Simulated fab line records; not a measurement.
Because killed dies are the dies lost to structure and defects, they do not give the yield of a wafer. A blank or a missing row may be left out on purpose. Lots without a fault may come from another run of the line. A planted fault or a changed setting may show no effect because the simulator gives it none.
Matching of chambers :: flow nand_harc :: NHARC_A_CHANNEL_FILL_D2_CMP_10 on cmp-01 has 4 sister chambers
The step polishes, target thk 150 nm. 4 wafers are shown with their chamber, then 9 later ones without.

== EACH WAFER AND ITS CHAMBER ==
wafer: L089.5
chamber: 1
motor_current_A (A): 12.0

wafer: L091.2
chamber: 3
motor_current_A (A): 12.0

wafer: L091.4
chamber: 2
motor_current_A (A): 10.5

wafer: L091.5
chamber: 0
motor_current_A (A): 11.9

== WAFERS MISSING THEIR CHAMBER ==
wafer: L092.2
motor_current_A (A): 11.1

wafer: L092.5
motor_current_A (A): 11.4

wafer: L092.6
motor_current_A (A): 12.0

wafer: L093.1
motor_current_A (A): 11.0

wafer: L093.2
motor_current_A (A): 11.9

wafer: L093.4
motor_current_A (A): 12.2

wafer: L095.2
motor_current_A (A): 12.3

wafer: L095.3
motor_current_A (A): 11.8

wafer: L095.6
motor_current_A (A): 12.5

== WHICH CHAMBER EACH ONE RAN IN ==
wafer: L092.2
from the rows above: can't be placed: 2 or 0 or 1 or 3
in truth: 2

wafer: L092.5
from the rows above: can't be placed: 0 or 1 or 3 or 2
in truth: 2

wafer: L092.6
from the rows above: can't be placed: 1 or 3 or 0
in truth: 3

wafer: L093.1
from the rows above: can't be placed: 2 or 0 or 1 or 3
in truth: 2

wafer: L093.2
from the rows above: can't be placed: 0 or 1 or 3
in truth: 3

wafer: L093.4
from the rows above: can't be placed: 1 or 3 or 0
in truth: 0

wafer: L095.2
from the rows above: can't be placed: 1 or 3 or 0
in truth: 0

wafer: L095.3
from the rows above: can't be placed: 0 or 1 or 3
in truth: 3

wafer: L095.6
from the rows above: can't be placed: 1 or 3 or 0
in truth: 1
0 of 9 placed correctly. Unplaceable from these rows: 9, with the true chamber sitting among the candidates in 9. Wrongly placed: 0.
How it was worked out, from the rows above alone: a wafer's distance from a chamber is the root of the sum, over the readings, of the square of ((its reading less the chamber's mean) divided by the reading's scatter). If the next closest chamber is less than 2 further off than the closest, the wafer can't be placed; otherwise it belongs to the closest. The mean given for a chamber averages the wafers shown for that chamber. The scatter: with one shown wafer a chamber, the root of the mean of the squares of how far each hidden wafer lies from its nearest shown one.
